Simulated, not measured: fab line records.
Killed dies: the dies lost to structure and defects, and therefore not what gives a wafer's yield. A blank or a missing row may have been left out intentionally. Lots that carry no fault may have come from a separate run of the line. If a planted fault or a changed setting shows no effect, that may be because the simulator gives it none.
fab line records	flow n5Finfet
[record] lots = 7	wafers = 39
route steps=1938 shown ZERO_LAYER@4 WELL_APT@33 FIN_SAQP@102 DUMMY_GATE@228 HKMG_FIN@406 GATE_CUT@484
startH: start of the lot's first displayed wafer, in hours after the record's first day	waitH: how many hours have passed since the lot's step before this one	" as in the row above	L1.1+2: several wafers, shown together as one row	- no value present, or no start provided	* or withheld: withheld	< > ~ a bound
route shown NAME@n: a module of which the file shows steps, and the number in the route of the first	usual: average and standard deviation across the fault-free wafers	same: alike in all rows	chamber/n: place in a boat	sites: readings site by site	_std_site: the values' standard deviation	_edge_site: mean of outer sites minus mean of inner sites	radiusMm: how far each site lies from the wafer's centre	mask NAME#n: copy n	behind: the last tool/chamber to shape the wafer	hold: cause of the lot's hold/its duration in hours/its outcome	device: transistor that didn't switch, given as n, p or np	end of line: tests run on the same wafers once the route is complete	a step with no rows: only its recipe	killed: dies lost to structure and defects at the first sort, not the wafer's yield	map: shows each die of a wafer: x if killed, . if not, _ if none is there
set.NAME: setting as actually run; set.NAME@STEP: the setting as run at that earlier step	model.NAME: the simulator's own value behind a step, which no gauge read
lots where settings were altered on purpose, with a table for each step and a row for each wafer
[[steps]]
[step N5_ZERO_LAYER_PECVD_02]
[recipe] material = SiO2	targetThkA = 100	tempC = 400	precursor = SiH4/N2O	pressureTorr = 0.75	rfW = 275	timeS = 6
lot.wafer	tool	chamber	startH	waitH	set.targetThkA	model.SiO2_of_ZERO_LAYER_PECVD_02.thkNm
L074.1	pecvd-04	0	12.29	0.0	100	9.836
L074.2	"	1	"	"	100	9.54
L074.3	"	2	"	"	100	9.715
L074.4	"	0	"	"	100	9.81
L074.5	"	2	"	"	100	10.09
L074.6	"	1	"	"	100	9.821
L078.1	pecvd-04	2	36.28	0.0	100	9.538
L078.2	"	1	"	"	100	9.614
L078.3	"	0	"	"	100	9.695
L078.4	"	1	"	"	100	9.565
L078.5	"	0	"	"	100	9.886
L078.6	"	2	"	"	100	9.778
L085.2	pecvd-04	0	78.45	0.0	100	9.657
L085.4	"	0	"	"	100	9.65
L085.5	"	1	"	"	100	9.848
L086.1	pecvd-04	1	84.30	0.0	112	10.94
L086.2	"	2	"	"	112	11
L086.3	"	0	"	"	100	9.847
L086.4	"	1	"	"	112	11.12
L086.5	"	2	"	"	100	9.956
L086.6	"	0	"	"	100	9.785
L090.1	pecvd-01	0	108.28	0.0	107.2	10.61
L090.2	"	1	"	"	107.2	10.66
L090.3	"	2	"	"	100	10.35
L090.4	"	1	"	"	100	9.913
L090.5	"	0	"	"	100	10.14
L090.6	"	2	"	"	107.2	11.27
L095.1	pecvd-01	1	138.28	0.0	100	9.717
L095.2	"	0	"	"	100	9.991
L095.3	"	2	"	"	87.1	8.981
L095.4	"	0	"	"	100	9.907
L095.5	"	1	"	"	87.1	8.425
L095.6	"	2	"	"	87.1	9.254
L097.1	pecvd-04	0	150.28	0.0	91.78	8.886
L097.2	"	1	"	"	100	9.731
L097.3	"	0	"	"	100	9.752
L097.4	"	1	"	"	91.78	9.172
L097.5	"	1	"	"	91.78	9.114
L097.6	"	0	"	"	100	9.761
[step N5_WELL_APT_IMPLANT_15]
[recipe] species = As	energyKev = 25	doseCm2 = 1.5e+13	tiltDeg = 0	rotationDeg = 0
lot.wafer	tool	chamber	startH	waitH	set.energyKev	model.implant.rpNm	model.implant.drpNm
L074.1+2+3+4+5+6	implanter-02	0	14.75	0.1	25	18.29	8.457
L078.1+3+4	implanter-01	0	38.17	0.1	25	19.22	8.457
L078.2+5+6	"	0	"	"	23.49	18.35	8.093
L085.2+4+5	implanter-02	0	80.28	0.1	25	18.53	8.457
L086.1+2+3+4+5+6	implanter-01	0	86.06	0.1	25	18.69	8.457
L090.1+2+5	implanter-01	0	110.06	0.1	25	18.51	8.457
L090.3+4+6	"	0	"	"	26.77	19.48	8.88
L095.1+5+6	implanter-01	0	140.01	0.1	27.91	20.61	9.149
L095.2+3+4	"	0	"	"	25	18.98	8.457
L097.1+2+3+4+5+6	implanter-02	0	152.26	0.1	25	18.91	8.457
[step N5_FIN_SAQP_HM_DEP_72]
[recipe] material = SiO2	targetThkA = 120	tempC = 400	precursor = SiH4/N2O	pressureTorr = 0.75	rfW = 275	timeS = 7.2
lot.wafer	tool	chamber	startH	waitH	set.timeS	model.SiO2_of_FIN_SAQP_HM_DEP_72.thkNm
L074.1	pecvd-03	1	22.01	0.0	7.2	11.95
L074.2	"	0	"	"	6.765	10.57
L074.3	"	0	"	"	6.765	11.01
L074.4	"	1	"	"	7.2	11.92
L074.5	"	0	"	"	7.2	11.67
L074.6	"	1	"	"	6.765	11.38
L078.1	pecvd-04	2	45.33	0.0	7.692	12.55
L078.2	"	1	"	"	7.2	11.88
L078.3	"	0	"	"	7.2	12.3
L078.4	"	1	"	"	7.692	12.96
L078.5	"	2	"	"	7.692	12.8
L078.6	"	0	"	"	7.2	12.58
L085.2+4	pecvd-03	1,2	87.12	0.0	7.2	12.11
L085.5	"	1	"	"	7.2	12.27
L086.1	pecvd-04	1	94.16	0.0	7.2	11.84
L086.2	"	2	"	"	8.074	13.3
L086.3	"	0	"	"	8.074	13.74
L086.4	"	0	"	"	8.074	13.96
L086.5	"	1	"	"	7.2	12.13
L086.6	"	2	"	"	7.2	11.88
L090.1	pecvd-01	0	116.82	0.0	6.072	10.07
L090.2	"	1	"	"	7.2	11.69
L090.3	"	2	"	"	7.2	11.73
L090.4	"	1	"	"	6.072	9.904
L090.5	"	2	"	"	7.2	11.71
L090.6	"	0	"	"	6.072	10.02
L095.1	pecvd-01	0	147.13	0.0	6.832	11.55
L095.2	"	1	"	"	7.2	11.87
L095.3	"	2	"	"	7.2	11.76
L095.4	"	0	"	"	6.832	11.83
L095.5	"	1	"	"	7.2	12.16
L095.6	"	2	"	"	6.832	11.43
L097.1	pecvd-04	0	159.36	0.0	6.324	10.69
L097.2	"	2	"	"	6.324	10.45
L097.3	"	1	"	"	7.2	11.82
L097.4	"	1	"	"	7.2	12.04
L097.5	"	0	"	"	6.324	11.18
L097.6	"	2	"	"	7.2	12.35
[step N5_FIN_SAQP_COAT_49]
[recipe] resist = SOC	tempC = 250	timeS = 60	spinRpm = 1500	resistThkNm = 100
[step N5_FIN_SAQP_COAT_50]
[recipe] resist = SiARC	tempC = 220	timeS = 60	spinRpm = 1500	resistThkNm = 35
[step N5_FIN_SAQP_ETCH_52]
[recipe] chemistry = N2/H2	target = SOC	targetDepthA = 1000	overetchA = 200	maskMaterial = SiARC	tempC = 40	timeS = 150	ionEnergyEv = 200	pressureMtorr = 30	sourceW = 840	biasW = 150	n2FlowSccm = 200	h2FlowSccm = 200	ends = endPoint
[step N5_FIN_SAQP_STRIP_53]
[recipe] chemistry = N2/H2	tempC = 40	n2FlowSccm = 200	h2FlowSccm = 200	rfFrequencyHz = 6e+07
[step N5_FIN_SAQP_HM_OPEN_73]
[recipe] chemistry = CHF3/O2	target = SiO2	stopOn = a-Si	targetDepthA = 120	overEtchFrac = 1.8	maskMaterial = SOC	timeS = 16.8	pressureMtorr = 30	sourceW = 650	biasW = 170	Ar_flow_sccm = 200	CHF3_flow_sccm = 50	O2_flow_sccm = 5	ionEnergyEv = 200	ends = endPoint
lot.wafer	tool	chamber	startH	waitH	set.timeS@FIN_SAQP_HM_DEP_72	model.etch.depthNm
L074.1	rieDiel-01	0	22.77	0.0	7.2	11.95
L074.2	"	3	"	"	6.765	10.57
L074.3	"	1	"	"	6.765	11.01
L074.4	"	2	"	"	7.2	11.92
L074.5	"	1	"	"	7.2	11.67
L074.6	"	0	"	"	6.765	11.38
L078.1	rieDiel-04	1	46.08	0.0	7.692	12.55
L078.2	"	0	"	"	7.2	11.88
L078.3	"	3	"	"	7.2	12.3
L078.4	"	2	"	"	7.692	12.96
L078.5	"	0	"	"	7.692	12.8
L078.6	"	3	"	"	7.2	12.58
L085.2+4	rieDiel-05	0,1	88.04	0.0	7.2	12.11
L085.5	"	3	"	"	7.2	12.27
L086.1	rieDiel-04	2	94.78	0.0	7.2	11.84
L086.2	"	3	"	"	8.074	13.3
L086.3	"	1	"	"	8.074	13.74
L086.4	"	0	"	"	8.074	13.96
L086.5	"	1	"	"	7.2	12.13
L086.6	"	0	"	"	7.2	11.88
L090.1	rieDiel-04	1	118.51	0.0	6.072	10.07
L090.2	"	2	"	"	7.2	11.69
L090.3	"	0	"	"	7.2	11.73
L090.4	"	3	"	"	6.072	9.904
L090.5	"	1	"	"	7.2	11.71
L090.6	"	2	"	"	6.072	10.02
L095.1	rieDiel-04	0	148.02	0.0	6.832	11.55
L095.2	"	1	"	"	7.2	11.87
L095.3	"	2	"	"	7.2	11.76
L095.4	"	3	"	"	6.832	11.83
L095.5	"	1	"	"	7.2	12.16
L095.6	"	2	"	"	6.832	11.43
L097.1	rieDiel-05	2	160.11	0.0	6.324	10.69
L097.2	"	3	"	"	6.324	10.45
L097.3	"	0	"	"	7.2	11.82
L097.4	"	1	"	"	7.2	12.04
L097.5	"	0	"	"	6.324	11.18
L097.6	"	1	"	"	7.2	12.35
[step N5_DUMMY_GATE_EXPOSE_12]
[recipe] maskId = GATE	na = 0.33	sourceShape = annular	sigmaInner = 0.2	sigmaOuter = 0.6	polarization = unpolarized	targetCdNm = 25	doseMj = 34
lot.wafer	tool	chamber	startH	waitH	mask	set.doseMj
L074.1+2+6	euvScanner-02	0	46.37	-	GATE#0	36.41
L074.3+4+5	"	0	"	"	GATE#0	34
L078.1+3+6	euvScanner-02	0	70.50	-	GATE#0	36.63
L078.2+4+5	"	0	"	"	GATE#0	34
L085.2+4+5	euvScanner-02	0	111.35	-	GATE#0	34
L086.1+4+5	euvScanner-01	0	122.00	-	GATE#0	32.76
L086.2+3+6	"	0	"	"	GATE#0	34
L090.1+2+3	euvScanner-02	0	142.50	-	GATE#0	34
L090.4+5+6	"	0	"	"	GATE#0	36.35
L095.1+2+3+4+5+6	euvScanner-02	0	170.96	-	GATE#0	34
L097.1+3+4	euvScanner-02	0	183.64	-	GATE#0	34
L097.2+5+6	"	0	"	"	GATE#0	33.02
[step N5_DUMMY_GATE_PEB_13]
[recipe] pebTempC = 100	pebTimeS = 60	resist = CAR-EUV
[step N5_DUMMY_GATE_DEVELOP_14]
[recipe] developTimeS = 30	developer = TMAH	resist = CAR-EUV	rinseLiquid = surfactantRinse	dry = airSpin	devTempC = 23
[step N5_DUMMY_GATE_CD_MEAS_15]
[recipe] targetCdNm = 25.8	landingEnergyEv = 500	detector = seInlens
[usual] cdNm = 24.97/0.25
lot.wafer	tool	chamber	startH	waitH	set.doseMj@DUMMY_GATE_EXPOSE_12	cdNm
L074.1	cdSem-01	0	46.50	-	36.41	23.64
L074.2	"	0	"	"	36.41	23.97
L074.3	"	0	"	"	34	24.93
L074.4	"	0	"	"	34	25.05
L074.5	"	0	"	"	34	25.53
L074.6	"	0	"	"	36.41	23.88
L078.1	cdSem-01	0	70.63	-	36.63	23.77
L078.2	"	0	"	"	34	25.08
L078.3	"	0	"	"	36.63	23.80
L078.4	"	0	"	"	34	25.02
L078.5	"	0	"	"	34	25.20
L078.6	"	0	"	"	36.63	23.31
L085.2	cdSem-01	0	111.48	-	34	25.08
L085.4	"	0	"	"	34	24.34
L085.5	"	0	"	"	34	24.93
L086.1	cdSem-03	0	122.13	-	32.76	25.89
L086.2	"	0	"	"	34	24.61
L086.3	"	0	"	"	34	24.84
L086.4	"	0	"	"	32.76	25.74
L086.5	"	0	"	"	32.76	25.75
L086.6	"	0	"	"	34	25.13
L090.1	cdSem-02	0	142.63	-	34	24.96
L090.2	"	0	"	"	34	24.53
L090.3	"	0	"	"	34	25.31
L090.4	"	0	"	"	36.35	23.70
L090.5	"	0	"	"	36.35	23.50
L090.6	"	0	"	"	36.35	24.30
L095.1	cdSem-02	0	171.09	-	34	24.71
L095.2	"	0	"	"	34	24.91
L095.3	"	0	"	"	34	24.41
L095.4	"	0	"	"	34	25.13
L095.5	"	0	"	"	34	24.84
L095.6	"	0	"	"	34	24.40
L097.1	cdSem-02	0	183.77	-	34	25.34
L097.2	"	0	"	"	33.02	25.34
L097.3	"	0	"	"	34	24.83
L097.4	"	0	"	"	34	25.11
L097.5	"	0	"	"	33.02	25.21
L097.6	"	0	"	"	33.02	26.04
[step N5_HKMG_FIN_ETCH_58]
[recipe] chemistry = N2/H2	target = SOC	targetDepthA = 2158	ionEnergyEv = 50	biasW = 13	timeS = 741	pressureMtorr = 30	sourceW = 875	n2FlowSccm = 200	h2FlowSccm = 200
[usual] rfVppV = 99.0/0.89
lot.wafer	tool	chamber	startH	waitH	set.sourceW	rfVppV	model.HKMG_FIN.featureDepthNm	model.SOC_of_HKMG_FIN_COAT_41.thkNm	model.etch.depthNm
L074.1	rieDiel-01	1	72.73	0.0	803	102.8	202.6	98	202.6
L074.2	"	3	"	"	875	98.7	215.6	84.6	215.6
L074.3	"	0	"	"	875	99.2	211.8	89	211.8
L074.4	"	2	"	"	803	101.6	187.2	114	187.1
L074.5	"	0	"	"	875	100.4	211.2	89	211.3
L074.6	"	1	"	"	803	103.5	203	98	202.9
L078.1	rieDiel-05	1	96.93	0.0	875	98.6	206.8	92.2	206.9
L078.2	"	0	"	"	875	99.7	209.6	89	209.6
L078.3	"	2	"	"	968.3	96.3	241.4	58	241.3
L078.4	"	3	"	"	968.3	95.5	240.8	58.2	240.8
L078.5	"	1	"	"	968.3	94.3	223.4	76.4	223.4
L078.6	"	2	"	"	875	99.7	221.8	77.6	221.8
L085.2	rieDiel-04	2	137.16	0.0	875	99.5	216.4	84.2	216.3
L085.4	"	0	"	"	875	99.4	210.2	89	210.2
L085.5	"	3	"	"	875	99.6	206.8	93.8	206.7
L086.1	rieDiel-05	0	147.88	0.0	875	99.2	219.6	81.8	219.6
L086.2	"	1	"	"	875	98.1	201.6	98.4	201.6
L086.3	"	3	"	"	875	97.3	221.6	79.6	221.7
L086.4	"	2	"	"	875	100.2	220	80.6	220
L086.5	"	2	"	"	875	100.5	218	82.6	217.9
L086.6	"	3	"	"	875	98.9	222	78.6	222
L090.1	rieDiel-01	3	167.17	0.0	875	97.7	205.8	95.4	205.8
L090.2	"	0	"	"	875	98.1	213.4	86.6	213.5
L090.3	"	1	"	"	955	95.5	228.4	72.2	228.5
L090.4	"	2	"	"	955	96.2	219	82	219.1
L090.5	"	3	"	"	875	98.3	208.2	92	208.2
L090.6	"	0	"	"	955	96.0	231.6	69.8	231.6
L095.1	rieDiel-05	2	197.69	0.0	875	99.8	219.2	80.8	219.3
L095.2	"	0	"	"	715	106.0	185	115	184.9
L095.3	"	3	"	"	875	98.8	219.2	82	219.1
L095.4	"	1	"	"	715	105.6	171.6	128.8	171.6
L095.5	"	2	"	"	875	99.9	220.4	80.8	220.5
L095.6	"	1	"	"	715	106.0	171.6	128.8	171.6
L097.1	rieDiel-01	0	208.94	0.0	875	98.8	215.4	84.4	215.5
L097.2	"	1	"	"	875	99.7	217	83.8	217
L097.3	"	2	"	"	875	98.2	206.4	93.8	206.4
L097.4	"	0	"	"	875	96.9	216.4	83.6	216.4
L097.5	"	1	"	"	875	99.5	218.2	82.6	218.3
L097.6	"	2	"	"	875	99.6	206.4	93.6	206.4
[step N5_GATE_CUT_EXPOSE_10]
[recipe] maskId = GATE_CUT	na = 0.33	sourceShape = annular	sigmaInner = 0.35	sigmaOuter = 0.8	polarization = unpolarized	targetCdNm = 20	doseMj = 43.25
lot.wafer	tool	chamber	startH	waitH	mask	set.doseMj
L074.1+2+3+4+5+6	euvScanner-01	0	83.94	-	GATE_CUT#0	43.25
L078.1+3+5	euvScanner-02	0	108.28	-	GATE_CUT#0	46.12
L078.2+4+6	"	0	"	"	GATE_CUT#0	43.25
L085.2+4+5	euvScanner-01	0	149.11	-	GATE_CUT#0	43.25
L086.1+2+5	euvScanner-02	0	159.13	-	GATE_CUT#0	44.39
L086.3+4+6	"	0	"	"	GATE_CUT#0	43.25
L090.1+3+6	euvScanner-01	0	178.38	-	GATE_CUT#0	46.24
L090.2+4+5	"	0	"	"	GATE_CUT#0	43.25
L095.1+4+5	euvScanner-02	0	209.41	-	GATE_CUT#0	43.25
L095.2+3+6	"	0	"	"	GATE_CUT#0	44.72
L097.1+2+3+4+5+6	euvScanner-02	0	220.22	-	GATE_CUT#0	43.25
[step N5_GATE_CUT_PEB_11]
[recipe] pebTempC = 100	pebTimeS = 60	resist = CAR-EUV
[step N5_GATE_CUT_DEVELOP_12]
[recipe] developTimeS = 30	developer = TMAH	resist = CAR-EUV	rinseLiquid = surfactantRinse	dry = airSpin	devTempC = 23
[step N5_GATE_CUT_CD_MEAS_13]
[recipe] targetCdNm = 20	landingEnergyEv = 500	detector = seInlens
[usual] cdNm = 20.04/0.3
lot.wafer	tool	chamber	startH	waitH	set.doseMj@GATE_CUT_EXPOSE_10	cdNm
L074.1	cdSem-03	0	84.07	-	43.25	20.23
L074.2	"	0	"	"	43.25	20.02
L074.3	"	0	"	"	43.25	20.06
L074.4	"	0	"	"	43.25	20.62
L074.5	"	0	"	"	43.25	20.08
L074.6	"	0	"	"	43.25	20.71
L078.1	cdSem-02	0	108.42	-	46.12	21.91
L078.2	"	0	"	"	43.25	20.19
L078.3	"	0	"	"	46.12	22.39
L078.4	"	0	"	"	43.25	20.36
L078.5	"	0	"	"	46.12	22.06
L078.6	"	0	"	"	43.25	20.02
L085.2	cdSem-01	0	149.23	-	43.25	19.50
L085.4	"	0	"	"	43.25	20.55
L085.5	"	0	"	"	43.25	20.05
L086.1	cdSem-03	0	159.26	-	44.39	20.60
L086.2	"	0	"	"	44.39	20.73
L086.3	"	0	"	"	43.25	20.24
L086.4	"	0	"	"	43.25	19.79
L086.5	"	0	"	"	44.39	20.85
L086.6	"	0	"	"	43.25	20.14
L090.1	cdSem-01	0	178.51	-	46.24	21.32
L090.2	"	0	"	"	43.25	20.10
L090.3	"	0	"	"	46.24	21.10
L090.4	"	0	"	"	43.25	19.97
L090.5	"	0	"	"	43.25	20.23
L090.6	"	0	"	"	46.24	21.14
L095.1	cdSem-03	0	209.54	-	43.25	20.04
L095.2	"	0	"	"	44.72	20.56
L095.3	"	0	"	"	44.72	21.00
L095.4	"	0	"	"	43.25	20.29
L095.5	"	0	"	"	43.25	19.83
L095.6	"	0	"	"	44.72	20.73
L097.1	cdSem-03	0	220.35	-	43.25	19.88
L097.2	"	0	"	"	43.25	20.17
L097.3	"	0	"	"	43.25	19.65
L097.4	"	0	"	"	43.25	20.14
L097.5	"	0	"	"	43.25	20.23
L097.6	"	0	"	"	43.25	20.28
[step N5_GATE_CUT_DESCUM_18]
[recipe] chemistry = O2	timeS = 7	sourcePowerW = 50	biasPowerW = 20	pressureMtorr = 20	rfFrequencyHz = 2.712e+07	tempC = 40	resist = CAR-EUV	o2FlowSccm = 225
lot.wafer	tool	chamber	startH	waitH	set.doseMj@GATE_CUT_EXPOSE_10	model.GATE_CUT.cdNm
L074.1+2+4	rieDiel-06	3,2,1	84.19	0.0	43.25	20.2
L074.3	"	0	"	"	43.25	20.6
L074.5+6	"	2,1	"	"	43.25	20.4
L078.1	rieDiel-02	0	108.54	0.0	46.12	21.4
L078.2	"	1	"	"	43.25	20
L078.3	"	2	"	"	46.12	21.8
L078.4+6	"	3,2	"	"	43.25	20.4
L078.5	"	3	"	"	46.12	22
L085.2	rieDiel-03	2	149.36	0.0	43.25	19.8
L085.4+5	"	3,0	"	"	43.25	20
L086.1+5	rieDiel-02	1,0	159.38	0.0	44.39	20.6
L086.2	"	0	"	"	44.39	20.4
L086.3+4+6	"	2,3,3	"	"	43.25	20.2
L090.1	rieDiel-03	3	178.64	0.0	46.24	21.4
L090.2	"	1	"	"	43.25	20.2
L090.3	"	0	"	"	46.24	20.8
L090.4+5	"	2,0	"	"	43.25	19.8
L090.6	"	3	"	"	46.24	21
L095.1	rieDiel-06	2	209.66	0.0	43.25	20.2
L095.2	"	3	"	"	44.72	20.8
L095.3+6	"	1,0	"	"	44.72	21.2
L095.4	"	0	"	"	43.25	20.4
L095.5	"	3	"	"	43.25	20
L097.1+6	rieDiel-06	1	220.47	0.0	43.25	20
L097.2+4+5	"	0,2,0	"	"	43.25	20.2
L097.3	"	3	"	"	43.25	19.8
[step N5_GATE_CUT_ETCH_28]
[recipe] chemistry = N2/H2	target = underlayer	targetDepthA = 130	maskMaterial = CAR-EUV	timeS = 10.4	ionEnergyEv = 200	pressureMtorr = 30	sourceW = 840	biasW = 150	n2FlowSccm = 200	h2FlowSccm = 200	ends = cleared
[step N5_GATE_CUT_ETCH_36]
[recipe] chemistry = CF4	target = SiARC	targetDepthA = 130	maskMaterial = CAR-EUV	timeS = 21.7	ionEnergyEv = 80	pressureMtorr = 40	sourceW = 545	biasW = 36	Ar_flow_sccm = 100	cf4FlowSccm = 100	ends = cleared
lot.wafer	tool	chamber	startH	waitH	set.doseMj@GATE_CUT_EXPOSE_10	model.GATE_CUT.cdNm
L074.1+4	rieDiel-06	3,1	84.25	0.0	43.25	20
L074.2+5+6	"	2,2,1	"	"	43.25	20.2
L074.3	"	0	"	"	43.25	20.8
L078.1	rieDiel-02	0	108.59	0.0	46.12	21.4
L078.2+4	"	1,3	"	"	43.25	20.2
L078.3	"	2	"	"	46.12	21.8
L078.5	"	3	"	"	46.12	22
L078.6	"	2	"	"	43.25	20.4
L085.2	rieDiel-03	2	149.41	0.0	43.25	19.8
L085.4+5	"	3,0	"	"	43.25	20
L086.1	rieDiel-02	1	159.44	0.0	44.39	20.6
L086.2+5	"	0	"	"	44.39	20.4
L086.3	"	2	"	"	43.25	20.4
L086.4+6	"	3	"	"	43.25	20
L090.1	rieDiel-03	3	178.69	0.0	46.24	21.6
L090.2	"	1	"	"	43.25	20.2
L090.3	"	0	"	"	46.24	21
L090.4+5	"	2,0	"	"	43.25	20
L090.6	"	3	"	"	46.24	21.2
L095.1	rieDiel-06	2	209.72	0.0	43.25	20.2
L095.2+3	"	3,1	"	"	44.72	20.8
L095.4	"	0	"	"	43.25	20.4
L095.5	"	3	"	"	43.25	19.8
L095.6	"	0	"	"	44.72	21.2
L097.1+3+6	rieDiel-06	1,3,1	220.53	0.0	43.25	19.6
L097.2+4+5	"	0,2,0	"	"	43.25	20.4
[[key]]
[split] step = N5_ZERO_LAYER_PECVD_02	setting = targetThkA	stated = 100	by = wafer
[response] step = N5_ZERO_LAYER_PECVD_02	reading = model.SiO2_of_ZERO_LAYER_PECVD_02.thkNm	change = +0.087	per = 1%	r = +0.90
[split] step = N5_WELL_APT_IMPLANT_15	setting = energyKev	stated = 25	by = wafer
[response] step = N5_WELL_APT_IMPLANT_15	reading = model.implant.rpNm	change = +0.14	per = 1%	r = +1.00
[response] step = N5_WELL_APT_IMPLANT_15	reading = model.implant.drpNm	change = +0.0596	per = 1%	r = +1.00
[split] step = N5_FIN_SAQP_HM_DEP_72	setting = timeS	stated = 7.2	by = wafer
[response] step = N5_FIN_SAQP_HM_DEP_72	reading = model.SiO2_of_FIN_SAQP_HM_DEP_72.thkNm	change = +0.114	per = 1%	r = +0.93
[response] step = N5_FIN_SAQP_HM_OPEN_73	reading = model.etch.depthNm	change = +0.114	per = 1%	r = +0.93
[split] step = N5_DUMMY_GATE_EXPOSE_12	setting = doseMj	stated = 34	by = wafer
[response] step = N5_DUMMY_GATE_CD_MEAS_15	reading = cdNm	change = -0.185	per = 1%	r = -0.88
[split] step = N5_HKMG_FIN_ETCH_58	setting = sourceW	stated = 875	by = wafer
[response] step = N5_HKMG_FIN_ETCH_58	reading = rfVppV	change = -0.341	per = 1%	r = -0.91
[response] step = N5_HKMG_FIN_ETCH_58	reading = model.HKMG_FIN.featureDepthNm	change = +2.2	per = 1%	r = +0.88
[response] step = N5_HKMG_FIN_ETCH_58	reading = model.SOC_of_HKMG_FIN_COAT_41.thkNm	change = -2.18	per = 1%	r = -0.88
[response] step = N5_HKMG_FIN_ETCH_58	reading = model.etch.depthNm	change = +2.2	per = 1%	r = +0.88
[split] step = N5_GATE_CUT_EXPOSE_10	setting = doseMj	stated = 43.25	by = wafer
[response] step = N5_GATE_CUT_CD_MEAS_13	reading = cdNm	change = +0.222	per = 1%	r = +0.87
[response] step = N5_GATE_CUT_DESCUM_18	reading = model.GATE_CUT.cdNm	change = +0.194	per = 1%	r = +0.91
[response] step = N5_GATE_CUT_ETCH_36	reading = model.GATE_CUT.cdNm	change = +0.196	per = 1%	r = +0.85
